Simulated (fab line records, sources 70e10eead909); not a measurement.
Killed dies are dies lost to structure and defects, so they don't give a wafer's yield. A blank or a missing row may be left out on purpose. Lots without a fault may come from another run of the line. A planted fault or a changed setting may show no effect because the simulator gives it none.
Problem report in the 8D (eight disciplines) form, filled by code | flow nand_harc | the parts of the form that need people (team, actions taken, sign-off) are left out

1. THE PROBLEM
killed_dies at NHARC_END_SORT_01 reads a mean of 169 on 6 wafers of 2 lots; wafers without a fault read 64 with a standard deviation of 20. That is +5.2 standard deviations from the usual mean.
First seen on wafer L169.1, day 31 11:38, on prober-01. The record holds 6 wafers of 2 lots with a number at this step. Rule for "out", or "out of limits": more than 4 standard deviations from the usual mean. The other wafers with a number count as sound.

2. WHAT IT IS AND WHAT IT IS NOT
question                    | is                           | is not
which readings at this step | killed_dies, killed_at_array | killed_at_other, killed_at_periphery, killed_open, killed_short
which lots                  | L169, L171                   | -
which wafers of those lots  | all that have a number       | -
read on which gauges        | prober-01, prober-02         | -
when                        | from day 31 11:38            | up to then (0 sound wafers)

3. SUSPECTS, AND WHAT RULES EACH OUT
Counting: a tool at a process step up to the reading stays a suspect if it ran every lot that is out and no sound lot after the first of them.
- the gauge at NHARC_END_SORT_01: ruled out. The wafers that are out were read on 2 gauges (prober-01, prober-02).
- har_cap_etch-01 at NHARC_A_CONTACT_ETCH_121 (etches the open film in C4F8/O2/Ar, time 190 s, target depth 1850 nm): kept. It ran every lot that is out, first L169 (day 27 23:20), and no sound lot after that.
- har_cap_etch-01 at NHARC_A_CONTACT_ETCH_123 (etches the open film in C4F8/O2/Ar, time 490 s, target depth 2110 nm): kept. It ran every lot that is out, first L169 (day 27 23:52), and no sound lot after that.
Left after counting: har_cap_etch-01 at NHARC_A_CONTACT_ETCH_121, har_cap_etch-01 at NHARC_A_CONTACT_ETCH_123.

4. THE CAUSE (what the simulator had put in)
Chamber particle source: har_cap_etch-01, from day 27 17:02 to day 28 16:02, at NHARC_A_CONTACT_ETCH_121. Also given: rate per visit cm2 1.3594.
Counting left 2 suspects, and this tool is among them.

5. THE CHAIN OF EFFECTS, in route order
Each row: a reading whose mean over the struck wafers that have a number lies more than 3 standard deviations from the usual. Only readings for which the record gives a usual standard deviation are gone through. hours: the time from each lot's start at the first step in this table that gives one to its start at this step, as a median over the lots. sigmas: the change in usual standard deviations.
hours | step              | reading         | usual | on struck wafers | change | sigmas
0     | NHARC_END_SORT_01 | killed_at_array | 59    | 163              | +104   | +5.0
0     | NHARC_END_SORT_01 | killed_dies     | 64    | 169              | +105   | +5.2

6. WHAT WOULD HAVE CAUGHT IT SOONER
In this record the first reading out of limits at a measuring or inspecting step was taken at day 31 11:38, 91 hours after the fault began at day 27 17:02.
All the lots that are out (2) had begun NHARC_A_CONTACT_ETCH_121 on har_cap_etch-01 by day 31 11:38. A hold on the tool at that time would have spared none of them.
